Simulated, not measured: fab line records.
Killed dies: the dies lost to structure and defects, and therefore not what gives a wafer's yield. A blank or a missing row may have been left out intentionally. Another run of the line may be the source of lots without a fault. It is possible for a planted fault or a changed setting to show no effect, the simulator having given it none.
A struck lot beside a sound one || flow n5-finfet || 16 steps out of a route of 1938
Sound: these wafers, L157.2, L157.4, L157.6. Struck: wafer L163.3; the same lot's L163.1 was not struck, so it is left out; see the end for the cause.
Order at every step that has rows: each side's tool, ch and its chambers, its first start. Under that, the readings that differ: sound wafers || struck wafers || difference of the means || sigmas: that difference in standard deviations of wafers without a fault.
alike: readings whose means differ by less than 2 such deviations, and words and numbers that are the same on both sides. not compared: withheld readings, readings that some wafer has no value for, bounds like >300 that may hide the same value, and numbers for which the record gives no deviation and whose values overlap.
Wherever a step has rows on one side only, a row that says differs or no value, or a row with sigmas, the two part there. Numbers that have no deviation but don't overlap get no sigmas and don't part them. Lack of a reading on every wafer of one side parts them only where that side has two or more wafers.

N5_BEOL_M4_ETCH_41: etches SiCN in CH3F/O2, target depth 29.9 nm, time 52.5 s.
  sound: rie-diel-01 ch 1,2; struck: rie-diel-01 ch 0
  alike: O2_flow_sccm, drypump-motor-current-A, oes-product-au, rf-vpp-V, showerhead-plenum-p-Torr, throttle-valve-pct
  not compared: rf-hours-counter-h
N5_BEOL_M4_STRIP_97: strips in N2/H2, time 10 s.
  sound: rie-diel-01 ch 1,2; struck: rie-diel-01 ch 0
{"reading": "rf-vpp-V (V)", "sound": "59.1 58.6 58.1", "struck": 60.6, "difference": "+2.0", "sigmas": "+2"}
  alike: drypump-motor-current-A, oes-product-au, showerhead-plenum-p-Torr, throttle-valve-pct
  not compared: rf-hours-counter-h
N5_BEOL_M4_OCD_MEAS_38:
  sound on ocd-02, day 9 02:11; struck on ocd-01, day 10 09:13
  alike: trench-depth-nm
then, 4 steps without rows for these wafers: N5_BEOL_M4_HM_STRIP_39 (strips TiN in peroxide tin strip, target depth 25 nm, time 158 s); N5_BEOL_M4_SRD_40 (time 30 s); N5_BEOL_M4_PRECLEAN_42 (cleans in residue remover, time 60 s); N5_BEOL_M4_SRD_43 (time 30 s).
N5_BEOL_M4_CD_MEAS_35: target cd 18 nm, target cd y 22.4 nm.
  sound on cd-sem-02, day 9 02:20; struck on cd-sem-01, day 10 09:22
  alike: cd-nm
N5_BEOL_M4_DEGAS_44: time 60 s.
  sound on pvd-sputter-02, day 9 02:41; struck on pvd-sputter-01, day 10 09:25
  alike: heater-power-w
then, 2 steps without rows for these wafers: N5_BEOL_M4_PRE_CLEAN_45 (time 30 s); N5_BEOL_M4_ALD_84 (deposits TaN, pulse time 2 s, purge time 3 s, co reactant purge time 2 s).
N5_BEOL_M4_SURFACE_TREAT_85:
  sound on pvd-sputter-02, day 9 03:05; struck on pvd-sputter-03, day 10 09:44
  not compared: throttle-valve-pct
N5_BEOL_M4_CVD_47: deposits Co from CCTBA/H2, target thk 3 nm, time 223.8 s.
  sound on cvd-co-02 ch 0,1,2, day 9 03:14; struck on cvd-co-02 ch 0, day 10 09:51
{"reading": "run-length-s (s)", "sound": "246.9 247.0 246.0", "struck": 333.9, "difference": "+87.3", "sigmas": "+99 or more"}
N5_BEOL_M4_SPUTTER_48: material Cu, target thk 4.5 nm, time 8.29 s.
  sound on pvd-sputter-02, day 9 03:26; struck on pvd-sputter-02, day 10 11:33
  alike: chuck-gas-flow-sccm, throttle-valve-pct
N5_BEOL_M4_RC_MEAS_101:
  sound on prober-02 ch 0, day 9 06:36; struck on prober-01 ch 0, day 10 14:25
{"reading": "DIBL_N (mV/V)", "sound": "38.4 33.5 31.5", "struck": 30.1, "difference": -4.4, "sigmas": -2}
{"reading": "DIBL_P (mV/V)", "sound": "39.8 34.8 30.8", "struck": 29.5, "difference": -5.6, "sigmas": -2}
  alike: IOFF_N, IOFF_P, ION_N, ION_P, SS_N, SS_P, VT_N, VT_P
-- a jump in the record: the struck wafers' starts before and after are 5 days apart (it breaks off in module BEOL_M4 and resumes in module PASSIVATION, where the first step shown is number 1936 of the route) --
N5_PASSIVATION_PROBE_49:
  sound on prober-01, day 13 19:55; struck on prober-01, day 15 06:43
  alike: defect-limited-yield, killed_at_M0_to_M3, killed_at_M4_up, killed-at-contacts, killed-at-front-end, killed-at-other, killed-dies, killed-open, killed-short, sort_bin_5_function, sort_bin_6_memory, sort-n-pass, sort-yield-pct

## WHERE THEY PART
Earliest at N5_BEOL_M4_STRIP_97; latest, in this record, at N5_BEOL_M4_RC_MEAS_101. Later steps at which nothing parts them and some readings are alike: N5_PASSIVATION_PROBE_49.

WHY: what had been put in by the simulator
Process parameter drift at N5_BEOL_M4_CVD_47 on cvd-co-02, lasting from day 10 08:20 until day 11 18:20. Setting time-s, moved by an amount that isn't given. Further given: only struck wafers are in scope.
